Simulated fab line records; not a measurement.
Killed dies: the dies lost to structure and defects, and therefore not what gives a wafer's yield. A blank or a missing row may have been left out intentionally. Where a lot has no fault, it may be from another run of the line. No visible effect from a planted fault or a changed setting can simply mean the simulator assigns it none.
fab line records	flow nand-harc
record lots=6	wafers=18	last-day=32
route steps=1302 shown A_CHANNEL_HOLE_D1@483 A_CHANNEL_FILL_D1@490 END@1302
lots that met no fault: from a run of the same line without faults
start-h: hours from the record's opening day to when the first of the lot's shown wafers began	wait-h: how many hours have passed since the lot's step before this one	" the same as in the row above	L1.1+2: several wafers, shown together as one row	- no value, or no start given	* or withheld: withheld	< > ~ a bound
route shown NAME@n: NAME is a module with steps in the file, n the number in the route of the first one	usual: mean and standard deviation over wafers with no fault	same: alike in all rows	chamber/n: place in a boat	sites: the reading at each site	_std_site: how widely they spread, as a standard deviation	_edge_site: inner sites' mean taken away from outer sites' mean	radius-mm: how far each site lies from the wafer's centre	mask NAME#n: copy n	behind: tool/chamber where the wafer was last shaped	hold: why the lot went on hold/how many hours it stayed there/how the hold came to an end	device: the n, p or np transistor that did not switch	end of line: at the end of the route, the tests of the same wafers	for a step that has no rows: nothing shown but its recipe	killed: dies that structure and defects cost at the first sort, which is not the same as the wafer's yield	map: shows each die of a wafer: x if killed, . if not, _ if none is there
set.NAME: the setting the step ran with; set.NAME@STEP: the setting that earlier step ran with	model.NAME: the simulator's own value behind a step, which no gauge read
lots at some steps of the route; a table a step, a row a wafer
services: a tool's chamber out of use, with start hour (start-h, from the record's first day; less than 0 if before it), hours out, and reason
## steps
# step NHARC_A_CHANNEL_HOLE_D1_ETCH_44
# recipe target-depth-a=1400	overetch-a=140	time-s=77	ion-energy-ev=100	cf4-flow-sccm=80	o2-flow-sccm=20	ar-flow-sccm=0	rf-w=300	bias-w=100	chemistry=CF4/O2
# usual bias-w=99.98/0.3	cf4-flow-sccm=80.00/0.26	drypump-motor-current-A=5.5/0.44	oes_o_777_au=1.000/0.004	oes-product-au=1.000/0.0074	rf-vpp-V=198.0/1.3	showerhead-plenum-p-Torr=1.35/0.053	throttle-valve-pct=13.397/0.0089
lot.wafer	tool	chamber	start-h	wait-h	bias-w	cf4-flow-sccm	drypump-motor-current-A	oes_o_777_au	oes-product-au	rf-hours-counter-h	rf-vpp-V	showerhead-plenum-p-Torr	throttle-valve-pct
L711.3	rie-diel-09	0	243.27	0.1	99.99	80.12	5.2	1.003	0.999	26	198.3	1.34	13.378
L711.4	"	2	"	"	99.85	79.87	5.7	0.990	0.988	25	198.1	1.37	13.389
L711.6	"	0	"	"	99.63	80.02	5.2	0.995	0.994	-	196.7	1.34	13.404
L714.4	rie-diel-06	3	275.13	0.1	100.08	80.54	5.8	1.002	0.992	13	197.6	1.29	13.422
L714.1	"	0	"	"	99.94	80.01	5.3	0.996	1.007	14	198.3	1.34	13.386
L714.5	"	0	"	"	99.76	80.24	5.3	0.996	0.997	-	195.9	1.34	13.408
L715.2	rie-diel-06	3	293.00	0.1	99.49	79.74	5.8	0.992	0.992	15	196.8	1.29	13.405
L715.3	"	0	"	"	99.87	79.49	5.3	1.000	1.004	16	198.2	1.34	13.395
L715.6	"	3	"	"	100.24	80.09	5.7	1.002	0.993	-	198.0	1.29	13.405
L716.4	rie-diel-12	2	294.18	0.1	99.92	80.18	6.4	0.997	1.007	4	198.0	1.28	13.393
L716.1	"	3	"	"	100.00	79.61	6.3	0.998	1.012	4	200.5	1.42	13.394
L716.3	"	1	"	"	100.02	80.04	4.8	1.005	0.998	1	197.3	1.33	13.387
L726.3	rie-diel-06	0	394.17	0.1	99.47	80.09	5.3	1.005	1.004	5	197.9	1.34	13.397
L726.2	"	1	"	"	100.61	79.61	5.6	0.996	1.006	6	197.9	1.37	13.410
L726.6	"	0	"	"	99.88	80.00	5.3	0.996	0.998	-	198.8	1.34	13.396
L725.3	rie-diel-06	1	398.35	0.1	99.90	80.35	5.6	1.000	0.996	7	198.8	1.37	13.401
L725.1	"	0	"	"	99.31	80.02	5.3	0.988	0.996	6	198.7	1.34	13.402
L725.4	"	0	"	"	99.78	80.22	5.3	0.995	0.994	-	197.0	1.34	13.391
# step NHARC_A_CHANNEL_HOLE_D1_STRIP_27
# recipe o2-flow-sccm=500	ar-flow-sccm=0	bias-w=0	chemistry=O2
# usual drypump-motor-current-A=5.5/0.43	oes-product-au=1.001/0.0073	rf-vpp-V=57.8/0.86	showerhead-plenum-p-Torr=3.56/0.14	throttle-valve-pct=17.036/0.0086
# same bias-w=0
lot.wafer	tool	chamber	start-h	wait-h	drypump-motor-current-A	oes-product-au	rf-hours-counter-h	rf-vpp-V	showerhead-plenum-p-Torr	throttle-valve-pct
L711.3	rie-diel-09	1	-	-	5.5	1.008	28	58.1	3.31	17.040
L711.4	"	2	"	"	5.8	0.997	25	57.7	3.61	17.037
L711.6	"	2	"	"	5.7	0.997	-	57.0	3.61	17.033
L714.4	rie-diel-06	2	-	-	5.0	1.013	12	57.3	3.73	17.028
L714.1	"	1	"	"	5.6	0.997	15	57.4	3.62	17.031
L714.5	"	3	"	"	5.7	1.002	-	57.3	3.42	17.033
L715.3	rie-diel-06	2	-	-	5.0	1.003	14	58.2	3.72	17.047
L715.2	"	0	"	"	5.3	1.004	16	59.3	3.54	17.034
L715.6	"	3	"	"	5.8	1.010	-	56.9	3.42	17.038
L716.4	rie-diel-12	0	-	-	5.0	1.012	4	55.4	3.29	17.042
L716.3	"	1	"	"	4.8	0.996	1	58.4	3.51	17.029
L716.1	"	2	"	"	6.4	1.005	4	58.0	3.40	17.034
L726.2	rie-diel-06	0	-	-	5.3	0.999	5	59.6	3.54	17.026
L726.3	"	2	"	"	5.1	0.993	5	58.2	3.72	17.059
L726.6	"	0	"	"	5.3	1.008	-	57.5	3.54	17.043
L725.3	rie-diel-06	0	-	-	5.4	0.990	6	57.0	3.54	17.042
L725.1	"	2	"	"	5.0	0.995	6	57.3	3.72	17.024
L725.4	"	0	"	"	5.4	0.996	-	57.1	3.54	17.039
# step NHARC_A_CHANNEL_HOLE_D1_PRECLEAN_28
# recipe time-s=*	temp-c=50	bath-age-min=0	chemistry=SC1
# step NHARC_A_CHANNEL_HOLE_D1_SRD_29
# step NHARC_A_CHANNEL_HOLE_D1_CD_MEAS_30
# usual cd-nm=90.2/1
lot.wafer	tool	chamber	start-h	wait-h	cd-nm
L711.3	cd-sem-03	-	244.08	-	88.6
L711.4	"	-	"	"	91.7
L711.6	"	-	"	"	90.5
L714.1	cd-sem-01	-	275.93	-	89.1
L714.4	"	-	"	"	90.0
L714.5	"	-	"	"	89.1
L715.2	cd-sem-02	-	293.80	-	90.5
L715.3	"	-	"	"	91.0
L715.6	"	-	"	"	90.4
L716.1	cd-sem-03	-	294.97	-	89.6
L716.3	"	-	"	"	87.7
L716.4	"	-	"	"	91.1
L726.2	cd-sem-01	-	395.10	-	87.2
L726.3	"	-	"	"	87.5
L726.6	"	-	"	"	88.2
L725.1	cd-sem-02	-	399.27	-	89.0
L725.3	"	-	"	"	89.4
L725.4	"	-	"	"	89.7
# step NHARC_A_CHANNEL_HOLE_D1_XSEM_31
# recipe landing-energy-ev=35000
# usual bot-cd-nm=74.9/1.1	bow-nm=8.65/0.27	tilt-deg=0.07/0.039
lot.wafer	tool	chamber	start-h	wait-h	bot-cd-nm	bow-nm	tilt-deg
L711.3	xsem-01	0	244.16	0.1	73.9	8.36	0.08
L711.4	"	0	"	"	78.1	8.25	0.08
L711.6	"	0	"	"	75.6	8.35	0.08
L714.1	xsem-02	0	276.02	0.1	73.2	8.67	0.02
L714.4	"	0	"	"	74.3	8.54	0.02
L714.5	"	0	"	"	73.3	8.61	0.02
L715.2	xsem-01	0	293.88	0.1	75.6	8.36	0.09
L715.3	"	0	"	"	75.8	8.43	0.09
L715.6	"	0	"	"	74.9	8.35	0.10
L716.1	xsem-02	0	295.06	0.1	74.9	8.32	0.07
L716.3	"	0	"	"	71.7	8.40	0.07
L716.4	"	0	"	"	75.1	8.33	0.07
L726.2	xsem-02	0	395.19	0.1	72.0	8.61	0.11
L726.3	"	0	"	"	72.5	8.66	0.11
L726.6	"	0	"	"	73.5	8.71	0.11
L725.1	xsem-01	0	399.36	0.1	74.0	8.65	0.00
L725.3	"	0	"	"	73.9	8.68	0.00
L725.4	"	0	"	"	74.5	8.70	0.00
# step NHARC_A_CHANNEL_HOLE_D1_INSPECT_40
# usual raw-defect-count=73/26
lot.wafer	tool	chamber	start-h	wait-h	raw-defect-count
L711.3	defect-inspect-02	-	244.26	-	44
L711.4	"	-	"	"	62
L711.6	"	-	"	"	39
L714.1	defect-inspect-01	-	276.12	-	32
L714.4	"	-	"	"	38
L714.5	"	-	"	"	66
L715.2	defect-inspect-01	-	293.98	-	88
L715.3	"	-	"	"	99
L715.6	"	-	"	"	120
L716.1	defect-inspect-02	-	295.16	-	53
L716.3	"	-	"	"	51
L716.4	"	-	"	"	59
L726.2	defect-inspect-01	-	395.29	-	54
L726.3	"	-	"	"	59
L726.6	"	-	"	"	86
L725.1	defect-inspect-02	-	399.46	-	75
L725.3	"	-	"	"	62
L725.4	"	-	"	"	67
# step NHARC_A_CHANNEL_FILL_D1_PRECLEAN_00
# recipe time-s=*	temp-c=50	bath-age-min=0	chemistry=SC1
# step NHARC_A_CHANNEL_FILL_D1_SRD_01
# step NHARC_A_CHANNEL_FILL_D1_ALD_02
# recipe target-thk-a=60	pulse-time-s=10	ald-cycles=60	temp-c=300	material=SiO2
# step NHARC_A_CHANNEL_FILL_D1_ALD_03
# recipe target-thk-a=60	pulse-time-s=60	ald-cycles=58	temp-c=630	pressure-torr=2	material=SiNx
# usual precursor-pulse-height-rel=0.998/0.018	susceptor-temp-C=630.03/0.27
lot.wafer	tool	chamber	start-h	wait-h	precursor-pulse-height-rel	susceptor-temp-C
L711.3	ald-sin-batch-03	0	-	-	1.020	-
L711.4	"	0	"	"	0.998	-
L711.6	"	0	"	"	1.001	-
L714.1	ald-sin-batch-03	0	-	-	0.965	-
L714.4	"	0	"	"	1.013	-
L714.5	"	0	"	"	1.014	-
L715.2	ald-sin-batch-01	0	-	-	0.965	629.84
L715.3	"	0	"	"	0.991	629.88
L715.6	"	0	"	"	1.013	630.13
L716.1	ald-sin-batch-01	0	-	-	0.989	630.01
L716.3	"	0	"	"	1.043	630.68
L716.4	"	0	"	"	0.993	630.13
L726.2	ald-sin-batch-02	0	-	-	1.002	-
L726.3	"	0	"	"	0.977	-
L726.6	"	0	"	"	1.011	-
L725.1	ald-sin-batch-02	0	-	-	1.032	630.26
L725.3	"	0	"	"	0.967	630.18
L725.4	"	0	"	"	1.017	630.15
# step NHARC_A_CHANNEL_FILL_D1_ALD_14
# recipe target-thk-a=25	pulse-time-s=10	ald-cycles=25	temp-c=300	material=SiO2
# step NHARC_A_CHANNEL_FILL_D1_ALD_15
# recipe target-thk-a=20	pulse-time-s=60	ald-cycles=19	temp-c=630	pressure-torr=2	material=SiNx
# usual precursor-pulse-height-rel=0.996/0.019	susceptor-temp-C=630.01/0.26
lot.wafer	tool	chamber	start-h	wait-h	precursor-pulse-height-rel	susceptor-temp-C
L711.3	ald-sin-batch-01	0	254.50	-	0.995	629.64
L711.4	"	0	"	"	1.027	629.85
L711.6	"	0	"	"	0.978	630.09
L714.1	ald-sin-batch-03	0	287.82	-	1.012	-
L714.4	"	0	"	"	0.977	-
L714.5	"	0	"	"	0.975	-
L715.2	ald-sin-batch-01	0	306.64	-	1.044	657.31
L715.3	"	0	"	"	0.997	656.91
L715.6	"	0	"	"	0.995	656.79
L716.1	ald-sin-batch-01	0	306.64	-	1.025	657.65
L716.3	"	0	"	"	0.970	657.40
L716.4	"	0	"	"	1.012	657.72
L726.2	ald-sin-batch-01	0	405.58	-	1.012	629.97
L726.3	"	0	"	"	0.970	629.87
L726.6	"	0	"	"	0.980	629.67
L725.1	ald-sin-batch-01	0	409.79	-	1.020	629.91
L725.3	"	0	"	"	1.046	630.53
L725.4	"	0	"	"	0.993	630.02
# step NHARC_A_CHANNEL_FILL_D1_ALD_16
# recipe target-thk-a=15	pulse-time-s=10	ald-cycles=15	temp-c=300	material=SiO2
# usual heater-power-w=470/35	precursor-pulse-height-rel=1.002/0.019	susceptor-temp-C=300.00/0.2
lot.wafer	tool	chamber	start-h	wait-h	heater-power-w	precursor-pulse-height-rel	susceptor-temp-C
L711.4	ald-hk-02	0	256.81	0.3	485	0.992	299.60
L711.3	"	3	"	"	423	1.010	299.84
L711.6	"	0	"	"	474	1.028	299.90
L714.1	ald-hk-01	0	289.86	0.0	474	0.997	300.10
L714.4	"	3	"	"	529	1.002	299.97
L714.5	"	1	"	"	502	1.009	299.91
L715.2	ald-hk-01	0	310.23	1.6	446	1.013	300.19
L715.3	"	1	"	"	496	0.953	300.04
L715.6	"	3	"	"	487	1.020	299.93
L716.1	ald-hk-01	0	310.39	1.7	456	0.993	299.83
L716.3	"	1	"	"	506	1.004	299.82
L716.4	"	2	"	"	470	1.010	299.91
L726.3	ald-hk-02	2	407.65	0.0	439	0.999	300.17
L726.2	"	0	"	"	500	1.007	300.00
L726.6	"	2	"	"	437	1.006	300.30
L725.3	ald-hk-01	2	411.88	0.0	455	0.979	299.91
L725.1	"	0	"	"	461	0.960	300.33
L725.4	"	1	"	"	501	0.984	300.28
# step NHARC_END_SORT_01
# recipe temp-c=25
# usual killed-at-array=52/16	killed-at-other=0.8/1.1	killed-at-periphery=4.2/2.5	killed-dies=57/16	killed-open=3.4/2	killed-short=2.6/1.6
# same gross-dies=677
lot.wafer	tool	chamber	start-h	wait-h	killed-at-array	killed-at-other	killed-at-periphery	killed-dies	killed-open	killed-short
L711.3	prober-01	0	613.62	3.1	24	0	4	28	4	3
L711.4	prober-01	0	614.42	3.4	17	0	2	19	2	1
L711.6	prober-01	0	616.02	4.0	25	0	5	30	4	3
L716.1	prober-01	0	668.57	2.5	48	0	4	52	4	1
L716.3	prober-01	0	670.18	3.1	61	0	6	67	5	4
L716.4	prober-01	0	670.98	3.4	51	0	4	55	3	2
L726.2	prober-01	0	762.29	2.8	48	1	2	51	2	4
L726.3	prober-01	0	763.08	3.1	50	0	2	52	6	2
L726.6	prober-01	0	765.48	4.0	54	0	3	57	0	2
# killed by level:class
L711.3 A_CHANNEL_HOLE_D2:chamber-film-flake=8 P_ZERO_WELL:chamber-film-flake=3 A_CONTACT:chamber-film-flake=3 A_ONON_D1:geometric-particle:open=2 A_CHANNEL_HOLE_D1:chamber-film-flake=2 A_STAIRCASE:chamber-film-flake=2 P_CONTACT:geometric-particle:open=1 A_SOURCE_PLATE:geometric-particle:short=1
L711.4 A_CHANNEL_HOLE_D2:chamber-film-flake=7 A_M1:chamber-film-flake=3 A_DECK1_JOINT:chamber-film-flake=2 A_STAIRCASE:chamber-film-flake=2 P_CONTACT:geometric-particle:open=1 A_WL_FILL:geometric-particle:short=1 A_M1:geometric-particle:open=1 P_M0:chamber-film-flake=1
L711.6 A_CHANNEL_HOLE_D2:chamber-film-flake=8 A_CHANNEL_FILL_D2:chamber-film-flake=3 A_CHANNEL_FILL_D1:geometric-particle:open=2 A_WL_FILL:geometric-particle:short=2 P_ZERO_WELL:chamber-film-flake=2 A_CHANNEL_HOLE_D1:chamber-film-flake=2 A_STAIRCASE:chamber-film-flake=2 A_SLIT:chamber-film-flake=2
L716.1 A_SLIT:chamber-film-flake=16 A_CHANNEL_HOLE_D2:chamber-film-flake=10 A_CHANNEL_HOLE_D1:chamber-film-flake=7 A_STAIRCASE:chamber-film-flake=6 A_CONTACT:chamber-film-flake=3 P_GATE:chamber-film-flake=2 A_CHANNEL_HOLE_D1:geometric-particle:short=1 A_CHANNEL_FILL_D1:geometric-particle:open=1
L716.3 A_SLIT:chamber-film-flake=37 A_CHANNEL_HOLE_D2:chamber-film-flake=10 A_STAIRCASE:chamber-film-flake=3 A_WL_FILL:geometric-particle:open=2 P_CONTACT:chamber-film-flake=2 A_CONTACT:chamber-film-flake=2 P_GATE:geometric-particle:open=1 P_M1:geometric-particle:open=1
L716.4 A_SLIT:chamber-film-flake=29 A_CHANNEL_HOLE_D2:chamber-film-flake=7 A_CHANNEL_HOLE_D1:chamber-film-flake=6 A_STAIRCASE:chamber-film-flake=4 P_BONDPAD:chamber-film-flake=2 P_CONTACT:geometric-particle:short=1 P_M0:geometric-particle:open=1 A_ONON_D2:geometric-particle:short=1
L726.2 A_CHANNEL_HOLE_D2:chamber-film-flake=20 A_CONTACT:chamber-film-flake=8 A_CHANNEL_HOLE_D1:chamber-film-flake=7 A_SLIT:chamber-film-flake=5 A_WL_FILL:geometric-particle:short=2 P_GATE:chamber-film-flake=2 A_WL_FILL:chamber-film-flake=2 A_SOURCE_PLATE:geometric-particle:short=1
L726.3 A_CHANNEL_HOLE_D1:chamber-film-flake=13 A_CHANNEL_HOLE_D2:chamber-film-flake=13 A_SLIT:chamber-film-flake=7 A_CONTACT:chamber-film-flake=4 A_WL_FILL:chamber-film-flake=3 A_DECK1_JOINT:geometric-particle:short=2 A_ONON_D2:geometric-particle:open=2 A_M0:geometric-particle:open=2
L726.6 A_CHANNEL_HOLE_D2:chamber-film-flake=24 A_CHANNEL_HOLE_D1:chamber-film-flake=16 A_SLIT:chamber-film-flake=9 A_ZERO_WELL:chamber-film-flake=2 A_WL_FILL:chamber-film-flake=2 P_M0:geometric-particle:short=1 P_M2:geometric-particle:short=1 P_GATE:chamber-film-flake=1
## services
tool	chamber	start-h	hours	kind
rie-diel-06	2	231.85	3.3	repair
rie-diel-06	0	237.31	-	clean
rie-diel-06	1	237.31	-	clean
rie-diel-06	2	237.31	-	clean
rie-diel-06	3	237.31	-	clean
rie-diel-06	3	265.94	6.4	repair
ald-sin-batch-02	-	266.00	26.0	pm
rie-diel-12	-	269.40	9.0	pm
rie-diel-06	3	280.98	3.3	repair
rie-diel-09	-	294.76	0.8	repair
ald-hk-01	-	296.46	10.0	pm
ald-hk-02	-	298.42	8.6	repair
ald-sin-batch-03	-	299.09	10.3	repair
rie-diel-06	-	307.29	9.0	pm
rie-diel-12	2	314.33	11.1	repair
rie-diel-09	3	315.17	7.7	repair
rie-diel-12	-	319.66	1.6	repair
rie-diel-09	-	320.17	9.0	pm
rie-diel-12	1	339.56	4.2	repair
ald-hk-02	-	348.35	10.0	pm
xsem-01	-	353.44	1.1	repair
xsem-01	-	374.00	14.0	pm
rie-diel-06	-	383.20	0.5	repair
rie-diel-06	3	388.43	27.1	repair
## key
first-sign step=NHARC_A_CHANNEL_FILL_D1_ALD_15	reading=susceptor-temp-C	direction=up	sigmas=99+	usual=*	struck=*
effect none on later readings
met-at NHARC_A_CHANNEL_FILL_D1_ALD_15
struck-wafers L715.2,L715.3,L715.6,L716.1,L716.3,L716.4
tester-left-out L715,L716
onset-between 254.50 306.64
fault kind=process-parameter-drift	tool=ald-sin-batch-01	chamber=-	onset-h=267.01	steps=NHARC_A_CHANNEL_FILL_D1_ALD_15	channel=temp-c	offset=*	shape=step	end-h=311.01	acts-in=*	stated=*
# tester-left-out: of these lots the tester's yield and bins aren't shown, on N5 and GAA mostly nor the transistor test; their killed dies are dies lost to structure and defects alone, not to doping, threshold or leakage, so they don't give the yield
